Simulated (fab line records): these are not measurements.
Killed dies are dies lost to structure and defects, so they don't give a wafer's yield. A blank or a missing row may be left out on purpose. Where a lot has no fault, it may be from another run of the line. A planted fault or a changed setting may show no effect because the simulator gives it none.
A struck lot beside a sound one    flow nand-harc    15 out of 1302 route steps
Sound: these wafers, L325.2, L325.4, L325.5. The struck wafers were L337.1, L337.3, L337.4. At the end, the cause is stated.
Each step with rows lists, per side, the tool, then ch with its chambers, then its first start. Under that, the readings that differ: sound wafers    struck wafers    difference of the means    sigmas: that difference in standard deviations of wafers without a fault.
alike: readings with means less than 2 such deviations apart, plus words and numbers identical on both sides. not compared: withheld readings, readings lacking a value on some wafer, bounds such as >300 that could conceal the same value, and numbers that have no deviation in the record and whose values overlap.
Wherever a step has rows on one side only, a row that says differs or no value, or a row with sigmas, the two part there. Numbers that have no deviation but don't overlap get no sigmas and don't part them. A reading that every wafer of one side lacks parts them only if that side has two wafers or more.

NHARC_P_GATE_DESCUM_13: chemistry O2, time 3 s.
  sound on rie-diel-04 ch 0,1,3, day 6 02:10; struck on rie-diel-08 ch 0,1, day 10 23:38
reading                          sound              struck             difference  sigmas
oes-product-au (a.u.)            1.010 1.029 1.025  0.991 0.996 0.987  -0.030      -2
showerhead-plenum-p-Torr (Torr)  1.98 1.99 1.99     1.78 1.93 1.78     -0.16       -2
  alike: chamber-pressure-mTorr, drypump-motor-current-A, rf-vpp-V, throttle-valve-pct
  not compared: rf-hours-counter-h
then, 6 steps without rows for these wafers: NHARC_P_GATE_ETCH_14 (etches SiO2 in dHF, target depth 48.8 nm); NHARC_P_GATE_STRIP_15 (strips in SPM, time 780 s); NHARC_P_GATE_PRECLEAN_71 (cleans in SC1); NHARC_P_GATE_SRD_72; NHARC_P_GATE_OXIDE_16 (material SiO2, target thk 3 nm, ox time 392 s); NHARC_P_GATE_CVD_17 (deposits poly-Si, target thk 150 nm, time 900 s).
NHARC_P_GATE_HM_DEP_102: deposits aC, target thk 120 nm.
  sound on acl-dep-01 ch 0, day 6 18:16; struck on acl-dep-02 ch 0, day 11 14:55
  alike: throttle-valve-pct
NHARC_P_GATE_DEP_103: deposits SiON, target thk 30 nm.
  sound on pecvd-03 ch 1,2, day 6 18:53; struck on pecvd-03 ch 0,1, day 11 15:37
  alike: heater-power-w, rf-fwd-power-W
then, 3 steps without rows for these wafers: NHARC_P_GATE_DEHYDRATE_18 (time 120 s); NHARC_P_GATE_HMDS_19 (time 30 s); NHARC_P_GATE_COAT_20 (resist thk 90 nm).
NHARC_P_GATE_SOFTBAKE_21: time 55 s.
  sound on litho-track-06 ch 0, day 6 19:00; struck on litho-track-04 ch 0, day 11 15:00
reading                   sound                 struck                difference  sigmas
heater-power-total-W (W)  188.30 188.32 188.27  323.67 323.08 323.68  +135.18     +99 or more
  alike: chill-plate-temp-C
following that, these wafers have no rows for 1 step: NHARC_P_GATE_EBR_22.
NHARC_END_SORT_01:
  the record has rows for the sound wafers here (prober-02 ch 0, day 26 11:02) and none for the struck ones

WHERE THEY PART
Earliest at NHARC_P_GATE_DESCUM_13; latest, in this record, at NHARC_END_SORT_01.

WHY: what had been put in by the simulator
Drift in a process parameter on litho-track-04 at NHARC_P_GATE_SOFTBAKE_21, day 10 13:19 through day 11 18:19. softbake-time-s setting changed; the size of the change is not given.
